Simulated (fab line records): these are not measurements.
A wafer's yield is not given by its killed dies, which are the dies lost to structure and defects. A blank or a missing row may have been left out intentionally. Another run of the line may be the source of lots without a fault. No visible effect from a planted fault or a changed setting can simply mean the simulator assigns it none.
What tool caused it? | flow nandHarc | Sampling: 12 lots, 36 wafers, 5 of 1159 route steps

WHAT EACH GAUGE READ, for each wafer
NHARC_END_SORT_01. Usual: killedAtArray 27, standard deviation 12; killedAtOther 0.9, standard deviation 1.1; killedAtPeriphery 3.2, standard deviation 2.4; killedDies 31, standard deviation 12; killedOpen 3.3, standard deviation 1.7; killedShort 2.0, standard deviation 1.6.
lot  | measured     | on        | killedAtArray | killedAtOther | killedAtPeriphery | killedDies  | killedOpen | killedShort | flag
L845 | day 24 14:04 | prober-01 | 673 670 676   | 1 0 0         | 3 7 1             | 677 677 677 | 1 4 7      | 1 0 0       | OFF
L848 | day 24 19:15 | prober-02 | 671 674 664   | 1 1 4         | 5 2 9             | 677 677 677 | 6 1 7      | 6 1 3       | OFF

TOOL THAT RAN EACH LOT (tool first, then ch and the chambers of the sampled wafers, then the start)
lot  | NHARC_A_STAIRCASE_ETCH_221        | NHARC_A_STAIRCASE_ETCH_223                   | NHARC_A_STAIRCASE_ETCH_225                   | NHARC_A_STAIRCASE_TRIM_229
L842 | rieDiel-07 ch 1,3, day 12 04:14   | rieDiel-07 ch 1,2, day 12 05:08 or earlier   | rieDiel-07 ch 0,1, day 12 05:08 or earlier   | rieDiel-07 ch 1,3, day 12 05:08
L845 | rieDiel-11 ch 1,2,3, day 13 10:12 | rieDiel-11 ch 0,1,2, day 13 11:03 or earlier | rieDiel-11 ch 0,2,3, day 13 11:03 or earlier | rieDiel-07 ch 2,3, day 13 11:03
L848 | rieDiel-07 ch 1,2,3, day 13 20:20 | rieDiel-07 ch 0,2, day 13 22:47 or earlier   | rieDiel-07 ch 2,3, day 13 22:47 or earlier   | rieDiel-11 ch 1,3, day 13 22:47
L853 | rieDiel-11 ch 0,2, day 14 20:07   | rieDiel-11 ch 0,1,3, day 14 21:30 or earlier | rieDiel-11 ch 0,3, day 14 21:30 or earlier   | rieDiel-11 ch 1,2,3, day 14 21:30
L852 | rieDiel-12 ch 0,3, day 14 20:28   | rieDiel-12 ch 1,3, day 14 21:56 or earlier   | rieDiel-12 ch 0,2,3, day 14 21:56 or earlier | rieDiel-12 ch 0,2,3, day 14 21:56
L854 | rieDiel-07 ch 0,1,2, day 15 03:16 | rieDiel-07 ch 0,1,2, day 15 04:09 or earlier | rieDiel-07 ch 0,2,3, day 15 04:09 or earlier | rieDiel-11 ch 1,2,3, day 15 04:09
L855 | rieDiel-11 ch 0,1,2, day 15 09:53 | rieDiel-11 ch 0,1,2, day 15 11:29 or earlier | rieDiel-11 ch 0,1, day 15 11:29 or earlier   | rieDiel-12 ch 1,2, day 15 11:29
L858 | rieDiel-11 ch 0,1, day 15 17:13   | rieDiel-11 ch 0,2,3, day 15 18:08 or earlier | rieDiel-11 ch 1,2, day 15 18:08 or earlier   | rieDiel-07 ch 0,2, day 15 18:08
L859 | rieDiel-12 ch 0,2,3, day 16 04:58 | rieDiel-12 ch 0,2,3, day 16 06:02 or earlier | rieDiel-12 ch 0,1,3, day 16 06:02 or earlier | rieDiel-07 ch 0,2,3, day 16 06:02
L857 | rieDiel-12 ch 0,2,3, day 16 09:34 | rieDiel-12 ch 0,1,3, day 16 10:34 or earlier | rieDiel-12 ch 0,1,3, day 16 10:34 or earlier | rieDiel-07 ch 0,1, day 16 10:34
L860 | rieDiel-11 ch 1,2, day 16 18:15   | rieDiel-11 ch 1,2,3, day 16 19:29 or earlier | rieDiel-11 ch 0,2,3, day 16 19:29 or earlier | rieDiel-11 ch 0,1, day 16 19:29
L861 | rieDiel-07 ch 0,1, day 17 14:26   | rieDiel-07 ch 1,2, day 17 15:32 or earlier   | rieDiel-07 ch 0,1, day 17 15:32 or earlier   | rieDiel-07 ch 0,2, day 17 15:32
- NHARC_A_STAIRCASE_ETCH_221: etches the open film in C4F8/O2, target depth 100 nm, time 40.5 s.
- NHARC_A_STAIRCASE_ETCH_223: etches the open film in C4F8/O2, target depth 100 nm, time 40.5 s.
- NHARC_A_STAIRCASE_ETCH_225: etches the open film in C4F8/O2, target depth 100 nm, time 40.5 s.
- NHARC_A_STAIRCASE_TRIM_229: chemistry O2, time 211.2 s.

AS READ BY THE TOOLS THEMSELVES (means over the sampled wafers that have a number; for cases with no such wafer, the mark the record gives instead)
NHARC_A_STAIRCASE_ETCH_221. Usual: biasW 1000.0 W, standard deviation 2.8; chamberPressureMTorr 24.999 mTorr, standard deviation 0.02; oesProductAu 0.936 a.u., standard deviation 0.015; rfVppV 897 V, standard deviation 4.9.
lot  | tool       | biasW (W) | chamberPressureMTorr (mTorr) | oesProductAu (a.u.) | rfVppV (V) | flag
L842 | rieDiel-07 | 999.2     | 24.990                       | 0.943               | 900        | 
L845 | rieDiel-11 | -         | -                            | -                   | -          | OFF
L848 | rieDiel-07 | -         | -                            | -                   | -          | OFF
L853 | rieDiel-11 | 999.1     | 24.998                       | 0.955               | 894        | 
L852 | rieDiel-12 | 998.3     | 25.018                       | 0.937               | 896        | 
L854 | rieDiel-07 | 999.1     | 25.002                       | 0.923               | 896        | 
L855 | rieDiel-11 | 1001.0    | 24.989                       | 0.926               | 894        | 
L858 | rieDiel-11 | 995.9     | 25.011                       | 0.952               | 898        | 
L859 | rieDiel-12 | 1000.3    | 25.005                       | 0.920               | 898        | 
L857 | rieDiel-12 | 1001.7    | 24.994                       | 0.934               | 899        | 
L860 | rieDiel-11 | 1000.4    | 24.978                       | 0.923               | 904        | 
L861 | rieDiel-07 | 1000.0    | 25.015                       | 0.933               | 891        | 

NHARC_A_STAIRCASE_ETCH_223. Usual: biasW 999.7 W, standard deviation 3; chamberPressureMTorr 24.999 mTorr, standard deviation 0.02; oesProductAu 0.943 a.u., standard deviation 0.012; rfVppV 897 V, standard deviation 5.
lot  | tool       | biasW (W) | chamberPressureMTorr (mTorr) | oesProductAu (a.u.) | rfVppV (V) | flag
L842 | rieDiel-07 | 997.0     | 25.012                       | 0.953               | 896        | 
L845 | rieDiel-11 | 998.5     | 25.009                       | 0.934               | 895        | 
L848 | rieDiel-07 | 999.7     | 24.987                       | 0.939               | 895        | 
L853 | rieDiel-11 | 1000.7    | 24.989                       | 0.941               | 900        | 
L852 | rieDiel-12 | 999.4     | 25.002                       | 0.940               | 899        | 
L854 | rieDiel-07 | 1001.8    | 25.008                       | 0.937               | 895        | 
L855 | rieDiel-11 | 1001.2    | 25.007                       | 0.937               | 895        | 
L858 | rieDiel-11 | 998.7     | 24.993                       | 0.947               | 893        | 
L859 | rieDiel-12 | 997.1     | 25.010                       | 0.942               | 898        | 
L857 | rieDiel-12 | 1001.1    | 24.997                       | 0.943               | 898        | 
L860 | rieDiel-11 | 1001.4    | 25.025                       | 0.957               | 900        | 
L861 | rieDiel-07 | 1002.1    | 24.991                       | 0.956               | 898        | 

NHARC_A_STAIRCASE_ETCH_225. Usual: biasW 1000 W, standard deviation 3; chamberPressureMTorr 24.999 mTorr, standard deviation 0.024; oesProductAu 0.942 a.u., standard deviation 0.012; rfVppV 898 V, standard deviation 5.2.
lot  | tool       | biasW (W) | chamberPressureMTorr (mTorr) | oesProductAu (a.u.) | rfVppV (V) | flag
L842 | rieDiel-07 | 1001      | 25.015                       | 0.940               | 893        | 
L845 | rieDiel-11 | 999       | 25.006                       | 0.947               | 895        | 
L848 | rieDiel-07 | 1000      | 25.032                       | 0.936               | 902        | 
L853 | rieDiel-11 | 997       | 24.991                       | 0.946               | 897        | 
L852 | rieDiel-12 | 1002      | 25.008                       | 0.945               | 899        | 
L854 | rieDiel-07 | 998       | 25.001                       | 0.947               | 898        | 
L855 | rieDiel-11 | 1001      | 24.999                       | 0.933               | 898        | 
L858 | rieDiel-11 | 999       | 24.981                       | 0.941               | 896        | 
L859 | rieDiel-12 | 1000      | 25.004                       | 0.938               | 897        | 
L857 | rieDiel-12 | 999       | 24.993                       | 0.950               | 898        | 
L860 | rieDiel-11 | 1002      | 24.988                       | 0.950               | 900        | 
L861 | rieDiel-07 | 1001      | 24.992                       | 0.939               | 891        | 

NHARC_A_STAIRCASE_TRIM_229. Usual: drypumpMotorCurrentA 5.9 A, standard deviation 0.48; oesProductAu 1.003 a.u., standard deviation 0.01; rfVppV 57.9 V, standard deviation 0.86; showerheadPlenumPTorr 3.58 Torr, standard deviation 0.13; throttleValvePct 17.038 %, standard deviation 0.0094.
lot  | tool       | drypumpMotorCurrentA (A) | oesProductAu (a.u.) | rfVppV (V) | showerheadPlenumPTorr (Torr) | throttleValvePct (%) | flag
L842 | rieDiel-07 | 5.3                      | 1.004               | 57.5       | 3.66                         | 17.037               | 
L845 | rieDiel-07 | 5.8                      | 1.001               | 58.0       | 3.71                         | 17.034               | 
L848 | rieDiel-11 | 5.9                      | 0.993               | 58.3       | 3.66                         | 17.035               | 
L853 | rieDiel-11 | 5.9                      | 1.001               | 57.3       | 3.52                         | 17.036               | 
L852 | rieDiel-12 | 6.0                      | 0.997               | 57.7       | 3.60                         | 17.039               | 
L854 | rieDiel-11 | 5.9                      | 1.013               | 58.1       | 3.52                         | 17.032               | 
L855 | rieDiel-12 | 6.1                      | 0.987               | 57.4       | 3.67                         | 17.033               | 
L858 | rieDiel-07 | 6.2                      | 1.006               | 57.1       | 3.59                         | 17.036               | 
L859 | rieDiel-07 | 6.1                      | 1.006               | 58.5       | 3.60                         | 17.053               | 
L857 | rieDiel-07 | 5.4                      | 1.004               | 57.6       | 3.41                         | 17.039               | 
L860 | rieDiel-11 | 5.7                      | 0.999               | 57.3       | 3.59                         | 17.038               | 
L861 | rieDiel-07 | 6.4                      | 1.003               | 57.7       | 3.48                         | 17.043               | 

THE ANSWER, worked out from the rows above alone
Rule: lot off if the mean of its wafers having a number is beyond 3 standard deviations from the usual mean. Also off: a lot with no number at a reading for which 4 or more lots have one. Any other lot the step has rows for is counted as sound. After the gauges, taken in route order, come the tools' own readings; for these a lot's mean is taken, as printed above. The first step at which some lot is off is used, and at that step the reading that is off furthest; a lot without a number counts as furthest.
Off, at NHARC_END_SORT_01 on killedAtArray: L845, L848. Neither off nor sound, because the step has no rows for them: L842, L853, L852, L854, L855, L858, L859, L857, L860, L861.
A tool fits if, at a process step before that reading, it ran every lot that is off, and no sound lot after the first of them. The gauges at NHARC_END_SORT_01 aren't tried: what is off there is off at NHARC_A_STAIRCASE_ETCH_221 too, on other tools, and a gauge's error can't cause that. With no start given for some of its lots, NHARC_A_STAIRCASE_ETCH_223 uses the hours and lot order of NHARC_A_STAIRCASE_TRIM_229. With no start given for some of its lots, NHARC_A_STAIRCASE_ETCH_225 uses the hours and lot order of NHARC_A_STAIRCASE_TRIM_229. Not one of the candidates tried fits.

WHAT THE SIMULATOR PUT IN
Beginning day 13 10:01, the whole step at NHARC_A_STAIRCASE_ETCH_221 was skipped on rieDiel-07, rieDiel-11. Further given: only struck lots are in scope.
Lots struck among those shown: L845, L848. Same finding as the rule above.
